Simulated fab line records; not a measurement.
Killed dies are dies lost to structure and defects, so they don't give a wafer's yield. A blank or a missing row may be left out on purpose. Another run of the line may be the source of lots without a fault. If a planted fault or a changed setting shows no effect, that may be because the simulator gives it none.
fab line records + flow nand_harc
record:
- lots: 11
- wafers: 33
- last_day: 34
route steps=1302 shown P_GATE@149
lots that met no fault: taken from a fault-free run of the same line
start_h: hours from the record's opening day to when the first of the lot's shown wafers began + wait_h: hours elapsed since this lot's preceding step + " identical to the entry in the row above + L1.1+2: one row covering several wafers at once + - no value, or no start given + * or withheld: withheld + < > ~ a bound
route shown NAME@n: names a module that has steps shown in the file, with the first one's number in the route + usual: average and standard deviation across the fault-free wafers + same: alike in all rows + chamber/n: place in a boat + sites: per-site readings + _std_site: standard deviation of those values + _edge_site: the outer-site mean with the inner-site mean subtracted + radius_mm: for every site, how far away it sits from the centre of the wafer + mask NAME#n: copy n + behind: the most recent tool/chamber to have shaped the wafer + hold: reason for holding the lot/hours on hold/outcome of the hold + device: names the non-switching transistor (n, p or np) + end of line: the same wafers' tests at the end of the route + where a step has no rows: the recipe by itself + killed: the dies lost at the first sort to structure and to defects; this is not the yield of the wafer + map: per-die view of a wafer (x killed, . not killed, _ where there is no die)
set.NAME: the setting as run; set.NAME@STEP: as run at that earlier step + model.NAME: the simulator's own value behind a step, which no gauge read
steps of the route over a sample of lots; a table a step, a row a wafer
services: when a tool's chamber went out of use (start_h, in hours from the record's first day, below 0 if earlier), for how many hours, and the reason
== steps ==
step: NHARC_P_GATE_ETCH_32
recipe:
- target_depth_a: 1500
- over_etch_frac: 1
- over_etch_ion_energy_ev: 40
- time_s: 100.1
- hbr_flow_sccm: 150
- cl2_flow_sccm: 50
- rf_w: 400
- icp_w: 400
- bias_w: 100
- chemistry: HBr/Cl2
usual:
- drypump_motor_current_A: 6.0/0.36
- oes_product_au: 0.998/0.0085
- rf_fwd_power_W: 396.8/1.5
- throttle_valve_pct: 26.405/0.0094
same:
- time_s: 100.1
| lot.wafer | tool      | chamber | start_h | wait_h | drypump_motor_current_A | oes_product_au | rf_fwd_power_W | rf_hours_counter_h | throttle_valve_pct |
|-----------|-----------|---------|---------|--------|-------------------------|----------------|----------------|--------------------|--------------------|
| L123.3    | rie_si-01 | 3       | 99.65   | -      | 5.6                     | 1.000          | 396.7          | 0.5                | 26.412             |
| L123.5    | "         | 3       | "       | "      | 5.6                     | 1.008          | 396.3          | -                  | 26.412             |
| L123.6    | "         | 0       | "       | "      | 5.6                     | 0.999          | 396.8          | -                  | 26.391             |
| L125.2    | rie_si-03 | 1       | 113.84  | -      | 5.7                     | 1.011          | 397.8          | 0.3                | 26.397             |
| L125.3    | "         | 2       | "       | "      | 6.6                     | 0.992          | 398.0          | 0.3                | 26.380             |
| L125.6    | "         | 0       | "       | "      | 5.8                     | 0.999          | 397.5          | -                  | 26.394             |
| L124.2    | rie_si-02 | 1       | 114.49  | -      | 6.2                     | 0.992          | 396.8          | 0.0                | 26.401             |
| L124.6    | "         | 1       | "       | "      | 6.1                     | 0.992          | 397.7          | -                  | 26.416             |
| L124.5    | "         | 2       | "       | "      | 6.0                     | 1.001          | 395.2          | -                  | 26.406             |
| L126.2    | rie_si-03 | 3       | 125.38  | -      | 6.5                     | 1.002          | 398.0          | 0.3                | 26.401             |
| L126.6    | "         | 3       | "       | "      | 6.5                     | 0.992          | 400.6          | -                  | 26.400             |
| L126.5    | "         | 0       | "       | "      | 5.8                     | 0.998          | 397.6          | -                  | 26.418             |
| L127.1    | rie_si-01 | 3       | 136.64  | -      | 5.6                     | 0.994          | 395.4          | 0.8                | 26.421             |
| L127.4    | "         | 0       | "       | "      | 5.6                     | 0.999          | 396.3          | 0.7                | 26.418             |
| L127.6    | "         | 0       | "       | "      | 5.6                     | 1.005          | 395.3          | -                  | 26.392             |
| L129.2    | rie_si-02 | 0       | 157.40  | -      | 6.1                     | 1.007          | 397.7          | 0.2                | 26.391             |
| L129.1    | "         | 1       | "       | "      | 6.1                     | 0.986          | 399.5          | 0.3                | 26.399             |
| L129.3    | "         | 2       | "       | "      | 5.9                     | 1.000          | 393.6          | 0.3                | 26.394             |
| L133.1    | rie_si-02 | 0       | 195.78  | -      | 6.1                     | 1.019          | 396.2          | 0.5                | 26.403             |
| L133.4    | "         | 1       | "       | "      | 6.2                     | 0.996          | 398.6          | 0.5                | 26.402             |
| L133.2    | "         | 2       | "       | "      | 6.0                     | 1.001          | 393.4          | 0.6                | 26.411             |
| L142.2    | rie_si-02 | 2       | 287.11  | -      | 5.9                     | 1.003          | 393.6          | 0.0                | 26.414             |
| L142.3    | "         | 0       | "       | "      | 6.1                     | 1.009          | 396.6          | 0.0                | 26.415             |
| L142.5    | "         | 3       | "       | "      | 5.5                     | 1.002          | 395.0          | -                  | 26.400             |
| L144.4    | rie_si-03 | 1       | 303.16  | -      | 5.7                     | 1.007          | 397.3          | 0.5                | 26.410             |
| L144.1    | "         | 3       | "       | "      | 6.5                     | 1.020          | 397.2          | 0.5                | 26.403             |
| L144.5    | "         | 1       | "       | "      | 5.6                     | 1.012          | 395.7          | -                  | 26.415             |
| L146.3    | rie_si-03 | 0       | 324.91  | -      | 5.8                     | 0.986          | 397.0          | 0.6                | 26.407             |
| L146.4    | "         | 0       | "       | "      | 5.8                     | 0.983          | 398.0          | -                  | 26.408             |
| L146.6    | "         | 2       | "       | "      | 6.5                     | 0.998          | 398.2          | -                  | 26.400             |
| L145.3    | rie_si-03 | 1       | 349.07  | -      | 5.7                     | 0.995          | 398.5          | 0.8                | 26.406             |
| L145.2    | "         | 2       | "       | "      | 6.5                     | 0.995          | 396.3          | 0.7                | 26.408             |
| L145.6    | "         | 3       | "       | "      | 6.5                     | 0.999          | 397.5          | -                  | 26.397             |
step: NHARC_P_GATE_ETCHBACK_37
recipe:
- target_depth_a: 345
- time_s: 17.2
- chf3_flow_sccm: 50
- o2_flow_sccm: 10
- ar_flow_sccm: 200
- rf_w: 500
- bias_w: 200
- chemistry: CHF3/O2
usual:
- drypump_motor_current_A: 5.7/0.45
- oes_product_au: 0.943/0.027
- rf_fwd_power_W: 491/3.2
- rf_vpp_V: 369.6/2.1
- showerhead_plenum_p_Torr: 2.36/0.095
- throttle_valve_pct: 20.571/0.0093
same:
- time_s: 17.2
| lot.wafer | tool        | chamber | start_h | wait_h | drypump_motor_current_A | oes_product_au | rf_fwd_power_W | rf_hours_counter_h | rf_vpp_V | showerhead_plenum_p_Torr | throttle_valve_pct |
|-----------|-------------|---------|---------|--------|-------------------------|----------------|----------------|--------------------|----------|--------------------------|--------------------|
| L123.3    | rie_diel-06 | 1       | -       | -      | 6.4                     | 0.922          | 495            | 8.1                | 368.0    | 2.28                     | 20.579             |
| L123.5    | "           | 1       | "       | "      | 6.4                     | 0.916          | 494            | -                  | 367.2    | 2.28                     | 20.574             |
| L123.6    | "           | 2       | "       | "      | 5.0                     | 0.926          | 487            | -                  | 371.2    | 2.45                     | 20.558             |
| L125.2    | rie_diel-08 | 3       | -       | -      | 6.2                     | 0.928          | 486            | 7.0                | 371.5    | 2.38                     | 20.568             |
| L125.3    | "           | 1       | "       | "      | 5.4                     | 0.935          | 492            | 6.0                | 372.7    | 2.51                     | 20.556             |
| L125.6    | "           | 2       | "       | "      | 6.0                     | 0.945          | 494            | -                  | 367.4    | 2.27                     | 20.578             |
| L124.2    | rie_diel-06 | 0       | -       | -      | 5.5                     | 0.958          | 488            | 7.5                | 369.2    | 2.27                     | 20.574             |
| L124.6    | "           | 1       | "       | "      | 6.4                     | 0.949          | 492            | -                  | 367.4    | 2.28                     | 20.564             |
| L124.5    | "           | 2       | "       | "      | 5.0                     | 0.952          | 486            | -                  | 370.7    | 2.45                     | 20.565             |
| L126.2    | rie_diel-08 | 1       | -       | -      | 5.4                     | 0.952          | 491            | 6.1                | 372.8    | 2.51                     | 20.565             |
| L126.5    | "           | 2       | "       | "      | 6.0                     | 0.947          | 494            | -                  | 368.1    | 2.27                     | 20.570             |
| L126.6    | "           | 3       | "       | "      | 6.2                     | 0.941          | 487            | -                  | 368.9    | 2.38                     | 20.547             |
| L127.1    | rie_diel-08 | 1       | -       | -      | 5.4                     | 0.927          | 494            | 7.2                | 373.4    | 2.51                     | 20.571             |
| L127.4    | "           | 3       | "       | "      | 6.2                     | 0.929          | 489            | 7.7                | 371.1    | 2.38                     | 20.574             |
| L127.6    | "           | 1       | "       | "      | 5.4                     | 0.937          | 494            | -                  | 372.1    | 2.51                     | 20.582             |
| L129.1    | rie_diel-06 | 2       | -       | -      | 5.0                     | 0.926          | 487            | 4.1                | 371.0    | 2.45                     | 20.563             |
| L129.2    | "           | 0       | "       | "      | 5.4                     | 0.932          | 489            | 3.6                | 368.2    | 2.27                     | 20.578             |
| L129.3    | "           | 1       | "       | "      | 6.4                     | 0.918          | 495            | 3.6                | 367.3    | 2.28                     | 20.574             |
| L133.2    | rie_diel-08 | 0       | -       | -      | 5.4                     | 1.005          | 493            | 0                  | 370.9    | 2.46                     | 20.567             |
| L133.1    | "           | 3       | "       | "      | 6.2                     | 1.009          | 487            | 0                  | 370.4    | 2.38                     | 20.569             |
| L133.4    | "           | 3       | "       | "      | 6.2                     | 0.993          | 486            | -                  | 370.0    | 2.38                     | 20.566             |
| L142.2    | rie_diel-06 | 1       | -       | -      | 6.4                     | 0.921          | 494            | 11.1               | 367.5    | 2.28                     | 20.554             |
| L142.3    | "           | 3       | "       | "      | 5.5                     | 0.928          | 488            | 9.0                | 367.7    | 2.25                     | 20.573             |
| L142.5    | "           | 2       | "       | "      | 5.0                     | 0.931          | 488            | -                  | 373.4    | 2.45                     | 20.564             |
| L144.4    | rie_diel-08 | 1       | -       | -      | 5.4                     | 0.936          | 492            | 7.8                | 372.7    | 2.51                     | 20.579             |
| L144.1    | "           | 2       | "       | "      | 6.0                     | 0.931          | 494            | 7.6                | 367.4    | 2.27                     | 20.586             |
| L144.5    | "           | 1       | "       | "      | 5.4                     | 0.933          | 493            | -                  | 371.9    | 2.51                     | 20.560             |
| L146.3    | rie_diel-08 | 3       | -       | -      | 6.2                     | 0.929          | 487            | 8.1                | 369.5    | 2.38                     | 20.573             |
| L146.4    | "           | 0       | "       | "      | 5.4                     | 0.929          | 491            | 8.7                | 370.7    | 2.45                     | 20.580             |
| L146.6    | "           | 3       | "       | "      | 6.2                     | 0.936          | 486            | -                  | 371.2    | 2.37                     | 20.559             |
| L145.2    | rie_diel-08 | 1       | -       | -      | 5.5                     | 0.929          | 492            | 9.6                | 372.8    | 2.51                     | 20.580             |
| L145.3    | "           | 2       | "       | "      | 6.0                     | 0.936          | 494            | 9.7                | 367.7    | 2.27                     | 20.565             |
| L145.6    | "           | 0       | "       | "      | 5.4                     | 0.935          | 492            | -                  | 370.8    | 2.45                     | 20.558             |
step: NHARC_P_GATE_DESCUM_48
recipe:
- time_s: 3
- o2_flow_sccm: 200
- ar_flow_sccm: 0
- bias_power_w: 0
- chemistry: O2
usual:
- drypump_motor_current_A: 5.6/0.5
- oes_product_au: 1.004/0.0069
- rf_vpp_V: 57.6/0.93
- showerhead_plenum_p_Torr: 1.86/0.074
- throttle_valve_pct: 11.312/0.0083
same:
- time_s: 3
| lot.wafer | tool        | chamber | start_h | wait_h | drypump_motor_current_A | oes_product_au | rf_hours_counter_h | rf_vpp_V | showerhead_plenum_p_Torr | throttle_valve_pct |
|-----------|-------------|---------|---------|--------|-------------------------|----------------|--------------------|----------|--------------------------|--------------------|
| L123.3    | rie_diel-13 | 3       | 111.58  | -      | 6.3                     | 0.993          | 6.6                | 56.7     | 1.79                     | 11.303             |
| L123.5    | "           | 3       | "       | "      | 6.3                     | 1.002          | -                  | 57.7     | 1.79                     | 11.311             |
| L123.6    | "           | 0       | "       | "      | 5.1                     | 1.002          | -                  | 58.9     | 1.83                     | 11.322             |
| L125.3    | rie_diel-06 | 1       | 125.22  | -      | 6.4                     | 1.002          | 8.7                | 56.9     | 1.82                     | 11.289             |
| L125.2    | "           | 2       | "       | "      | 5.0                     | 1.014          | 9.4                | 57.9     | 1.96                     | 11.306             |
| L125.6    | "           | 1       | "       | "      | 6.4                     | 0.999          | -                  | 56.8     | 1.82                     | 11.304             |
| L124.2    | rie_diel-08 | 1       | 125.89  | -      | 5.4                     | 1.011          | 6.1                | 58.2     | 2.01                     | 11.328             |
| L124.5    | "           | 3       | "       | "      | 6.2                     | 1.010          | -                  | 58.0     | 1.90                     | 11.319             |
| L124.6    | "           | 0       | "       | "      | 5.4                     | 1.011          | -                  | 58.5     | 1.96                     | 11.318             |
| L126.2    | rie_diel-13 | 2       | 136.79  | -      | 5.0                     | 1.002          | 8.8                | 57.8     | 1.92                     | 11.303             |
| L126.6    | "           | 2       | "       | "      | 5.0                     | 1.002          | -                  | 57.7     | 1.93                     | 11.306             |
| L126.5    | "           | 3       | "       | "      | 6.4                     | 0.997          | -                  | 58.3     | 1.79                     | 11.319             |
| L127.1    | rie_diel-06 | 1       | 150.18  | -      | 6.4                     | 0.999          | 1.5                | 56.6     | 1.81                     | 11.315             |
| L127.6    | "           | 0       | "       | "      | 5.4                     | 0.993          | -                  | 58.3     | 1.81                     | 11.316             |
| L127.4    | "           | 1       | "       | "      | 6.4                     | 0.995          | -                  | 57.0     | 1.82                     | 11.311             |
| L129.3    | rie_diel-08 | 2       | 168.71  | -      | 6.0                     | 1.017          | 9.6                | 57.7     | 1.80                     | 11.308             |
| L129.1    | "           | 3       | "       | "      | 6.2                     | 1.005          | 9.6                | 57.5     | 1.89                     | 11.322             |
| L129.2    | "           | 1       | "       | "      | 5.4                     | 1.017          | 8.4                | 58.2     | 2.01                     | 11.317             |
| L133.1    | rie_diel-06 | 1       | 207.16  | -      | 6.4                     | 0.995          | 4.9                | 57.2     | 1.81                     | 11.316             |
| L133.4    | "           | 3       | "       | "      | 5.5                     | 1.005          | 2.2                | 56.8     | 1.78                     | 11.322             |
| L133.2    | "           | 0       | "       | "      | 5.5                     | 1.000          | 5.0                | 57.6     | 1.80                     | 11.310             |
| L142.2    | rie_diel-06 | 2       | 298.53  | -      | 5.0                     | 1.005          | 12.0               | 58.8     | 1.95                     | 11.304             |
| L142.3    | "           | 0       | "       | "      | 5.5                     | 0.998          | 11.5               | 58.2     | 1.80                     | 11.304             |
| L142.5    | "           | 1       | "       | "      | 6.4                     | 1.000          | -                  | 56.1     | 1.81                     | 11.313             |
| L144.4    | rie_diel-08 | 3       | 314.66  | -      | 6.2                     | 0.997          | 7.8                | 57.9     | 1.89                     | 11.297             |
| L144.1    | "           | 0       | "       | "      | 5.4                     | 1.002          | 8.3                | 59.8     | 1.96                     | 11.299             |
| L144.5    | "           | 2       | "       | "      | 6.0                     | 1.008          | -                  | 57.8     | 1.80                     | 11.301             |
| L146.3    | rie_diel-08 | 0       | 336.45  | -      | 5.4                     | 1.007          | 8.7                | 57.6     | 1.96                     | 11.306             |
| L146.4    | "           | 1       | "       | "      | 5.4                     | 1.007          | 8.3                | 57.1     | 2.00                     | 11.313             |
| L146.6    | "           | 3       | "       | "      | 6.2                     | 1.009          | -                  | 57.0     | 1.89                     | 11.315             |
| L145.2    | rie_diel-06 | 2       | 362.45  | -      | 5.0                     | 1.009          | 2.8                | 58.6     | 1.95                     | 11.317             |
| L145.3    | "           | 3       | "       | "      | 5.5                     | 1.008          | 2.8                | 57.3     | 1.78                     | 11.319             |
| L145.6    | "           | 3       | "       | "      | 5.5                     | 1.008          | -                  | 57.1     | 1.78                     | 11.326             |
step: NHARC_P_GATE_EXPOSE_56
recipe:
- na: 0.6
- target_cd_nm: 720
- dose_mj: 14.81
- mask_id: P_PSD
| lot.wafer  | tool           | chamber | start_h | wait_h | mask       |
|------------|----------------|---------|---------|--------|------------|
| L123.3+5+6 | krf_scanner-02 | 0       | 112.89  | -      | P_PSD#0    |
| L125.2+3+6 | krf_scanner-03 | 0       | 126.66  | -      | P_PSD#0    |
| L124.2+5+6 | krf_scanner-04 | 0       | 127.32  | -      | P_PSD#0    |
| L126.2+5+6 | krf_scanner-02 | 0       | 138.24  | -      | P_PSD#0    |
| L127.1+4+6 | krf_scanner-03 | 0       | 151.61  | -      | P_PSD#0    |
| L129.1+2+3 | krf_scanner-02 | 0       | 170.02  | -      | P_PSD#0    |
| L133.1+2+4 | krf_scanner-04 | 0       | 208.60  | -      | P_PSD_R1#0 |
| L142.2+3+5 | krf_scanner-03 | 0       | 299.84  | -      | P_PSD#0    |
| L144.1+4+5 | krf_scanner-02 | 0       | 316.08  | -      | P_PSD#0    |
| L146.3+4+6 | krf_scanner-03 | 0       | 338.15  | -      | P_PSD#0    |
| L145.2+3+6 | krf_scanner-02 | 0       | 363.78  | -      | P_PSD#0    |
step: NHARC_P_GATE_CD_MEAS_59
recipe:
- target_cd_nm: 720
- landing_energy_ev: 500
usual:
- cd_nm: 719.9/1.2
| lot.wafer | tool      | chamber | start_h | wait_h | hold                     | cd_nm |
|-----------|-----------|---------|---------|--------|--------------------------|-------|
| L123.3    | cd_sem-02 | 0       | 113.05  | -      | -                        | 717.9 |
| L123.5    | "         | 0       | "       | "      | -                        | 720.1 |
| L123.6    | "         | 0       | "       | "      | -                        | 719.9 |
| L125.2    | cd_sem-02 | 0       | 126.81  | -      | -                        | 717.7 |
| L125.3    | "         | 0       | "       | "      | -                        | 718.3 |
| L125.6    | "         | 0       | "       | "      | -                        | 719.7 |
| L124.2    | cd_sem-03 | 0       | 127.48  | -      | -                        | 720.4 |
| L124.5    | "         | 0       | "       | "      | -                        | 720.4 |
| L124.6    | "         | 0       | "       | "      | -                        | 719.6 |
| L126.2    | cd_sem-03 | 0       | 138.40  | -      | -                        | 717.0 |
| L126.5    | "         | 0       | "       | "      | -                        | 718.8 |
| L126.6    | "         | 0       | "       | "      | -                        | 717.1 |
| L127.1    | cd_sem-01 | 0       | 151.76  | -      | -                        | 721.6 |
| L127.4    | "         | 0       | "       | "      | -                        | 719.4 |
| L127.6    | "         | 0       | "       | "      | -                        | 720.5 |
| L129.1    | cd_sem-01 | 0       | 170.18  | -      | -                        | 720.4 |
| L129.2    | "         | 0       | "       | "      | -                        | 720.8 |
| L129.3    | "         | 0       | "       | "      | -                        | 720.1 |
| L133.1    | cd_sem-02 | 0       | 208.75  | -      | await_dispo/0.2h/release | 715.5 |
| L133.2    | "         | 0       | "       | "      | await_dispo/0.2h/release | 714.5 |
| L133.4    | "         | 0       | "       | "      | await_dispo/0.2h/release | 716.8 |
| L133.1    | cd_sem-02 | 0       | -       | -      | -                        | 715.4 |
| L133.2    | "         | 0       | "       | "      | -                        | 714.4 |
| L133.4    | "         | 0       | "       | "      | -                        | 717.4 |
| L142.2    | cd_sem-02 | 0       | 299.99  | -      | -                        | 720.2 |
| L142.3    | "         | 0       | "       | "      | -                        | 719.7 |
| L142.5    | "         | 0       | "       | "      | -                        | 718.7 |
| L144.1    | cd_sem-01 | 0       | 316.24  | -      | -                        | 718.6 |
| L144.4    | "         | 0       | "       | "      | -                        | 719.5 |
| L144.5    | "         | 0       | "       | "      | -                        | 719.0 |
| L146.3    | cd_sem-02 | 0       | 338.30  | -      | -                        | 719.8 |
| L146.4    | "         | 0       | "       | "      | -                        | 722.4 |
| L146.6    | "         | 0       | "       | "      | -                        | 719.9 |
| L145.2    | cd_sem-03 | 0       | 363.93  | -      | -                        | 721.3 |
| L145.3    | "         | 0       | "       | "      | -                        | 721.5 |
| L145.6    | "         | 0       | "       | "      | -                        | 722.5 |
== services ==
| tool           | chamber | start_h | hours | kind   |
|----------------|---------|---------|-------|--------|
| krf_scanner-03 | -       | 88.29   | 1.4   | repair |
| krf_scanner-02 | -       | 94.00   | 4.0   | pm     |
| rie_si-03      | -       | 94.30   | 2.1   | repair |
| rie_si-02      | -       | 100.00  | 9.0   | pm     |
| krf_scanner-02 | -       | 102.59  | 6.0   | repair |
| rie_si-03      | 3       | 107.12  | 6.9   | repair |
| rie_si-03      | 0       | 112.13  | 1.6   | repair |
| rie_si-03      | 2       | 120.26  | 2.7   | repair |
| rie_diel-06    | -       | 126.38  | 0.3   | repair |
| rie_diel-06    | -       | 130.20  | 9.0   | pm     |
| rie_diel-06    | 3       | 141.87  | 29.6  | repair |
| krf_scanner-03 | -       | 144.12  | 0.6   | repair |
| rie_diel-08    | -       | 190.80  | 9.0   | pm     |
| rie_diel-08    | 1       | 205.62  | 5.8   | repair |
| rie_si-03      | -       | 221.00  | 9.0   | pm     |
| krf_scanner-03 | -       | 224.01  | 4.0   | pm     |
| krf_scanner-03 | -       | 232.11  | 0.2   | repair |
| krf_scanner-02 | -       | 266.00  | 4.0   | pm     |
| krf_scanner-03 | -       | 269.40  | 0.7   | repair |
| rie_diel-06    | -       | 307.20  | 9.0   | pm     |
| rie_diel-08    | -       | 310.86  | 0.7   | repair |
| rie_si-03      | 3       | 316.92  | 12.9  | repair |
| rie_diel-08    | 1       | 322.57  | 2.4   | repair |
| rie_diel-08    | 1       | 341.79  | 3.7   | repair |
== key ==
first_sign:
- step: NHARC_P_GATE_EXPOSE_56
- reading: mask
- direction: changed
effect:
- step: NHARC_P_GATE_CD_MEAS_59
- reading: visit
- direction: added
met_at NHARC_P_GATE_EXPOSE_56
struck_lots L133
tester_left_out L133
not_acting_at NHARC_P_GATE_ETCH_32,NHARC_P_GATE_ETCHBACK_37,NHARC_P_GATE_DESCUM_48
onset_between 127.32 208.60
fault:
- kind: wrong_mask
- tool: any
- chamber: -
- onset_h: 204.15
- steps: NHARC_P_GATE_EXPOSE_56
- aux_copy: P_PSD_R1#0
- cd_offset_nm: -5.7792
- scope: struck_lots_only
tester_left_out: of these lots the tester's yield and bins aren't shown, on N5 and GAA mostly nor the transistor test; their killed dies are dies lost to structure and defects alone, not to doping, threshold or leakage, so they don't give the yield
